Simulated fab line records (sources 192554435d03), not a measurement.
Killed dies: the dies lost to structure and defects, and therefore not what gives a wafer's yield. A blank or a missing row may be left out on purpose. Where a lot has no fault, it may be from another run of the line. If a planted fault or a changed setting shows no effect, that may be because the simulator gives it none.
Chamber matching    flow n5Finfet    N5_BEOL_M6_STRIP_36 on rieDiel-06 has 4 sister chambers
The step strips in N2/H2. 14 wafers are shown with their chamber, then 7 later ones without.

== WAFERS PAIRED WITH THEIR CHAMBERS ==
wafer   chamber  drypumpMotorCurrentA (A)  throttleValvePct (%)  showerheadPlenumPTorr (Torr)
L074.4  3        6.6                       24.1                  2.57
L074.5  2        5.4                       23.4                  2.45
L074.6  3        6.6                       24.0                  2.57
L078.2  0        6.2                       23.6                  2.47
L078.5  3        6.6                       24.1                  2.56
L078.6  0        6.2                       23.6                  2.47
L085.1  3        6.6                       24.1                  2.56
L085.2  1        4.9                       23.6                  2.40
L085.6  1        4.8                       23.6                  2.40
L084.2  1        4.9                       23.6                  2.40
L084.4  2        5.4                       23.4                  2.44
L084.6  1        4.9                       23.6                  2.40
L092.1  1        4.9                       23.6                  2.40
L092.2  0        6.3                       23.6                  2.46

SIGNATURES, as means of the wafers listed above
reading                chamber 0  chamber 1  chamber 2  chamber 3  scatter within a chamber
drypumpMotorCurrentA   6.233      4.880      5.400      6.600      0.0383
throttleValvePct       23.600     23.600     23.400     24.075     0.0274
showerheadPlenumPTorr  2.4667     2.4000     2.4450     2.5650     0.00465
Rule: for a wafer and a chamber, the distance is found by dividing, reading by reading, the gap between the wafer's reading and the chamber's mean by the reading's scatter, squaring, summing and taking the root. The wafer belongs to the nearest chamber; if the next one is less than 2 further off, it can't be placed. The scatter: the root of (the sum of the squares of (reading less its chamber's mean) over the shown wafers, divided by (wafers less chambers)).

== WAFERS WITHOUT THEIR CHAMBER ==
wafer   drypumpMotorCurrentA (A)  throttleValvePct (%)  showerheadPlenumPTorr (Torr)
L092.3  5.4                       23.4                  2.43
L097.2  4.8                       23.7                  2.39
L097.4  5.4                       23.4                  2.43
L097.5  6.6                       24.1                  2.55
L095.2  4.9                       23.7                  2.39
L095.3  6.6                       24.1                  2.55
L095.4  5.4                       23.4                  2.43

== WHICH CHAMBER EACH WENT THROUGH ==
wafer   from the rows above  in truth
L092.3  2                    2
L097.2  1                    1
L097.4  2                    2
L097.5  3                    3
L095.2  1                    1
L095.3  3                    3
L095.4  2                    2
Correct placement for 7 of the 7. Not placeable from these rows: 0. 0 placed wrongly.
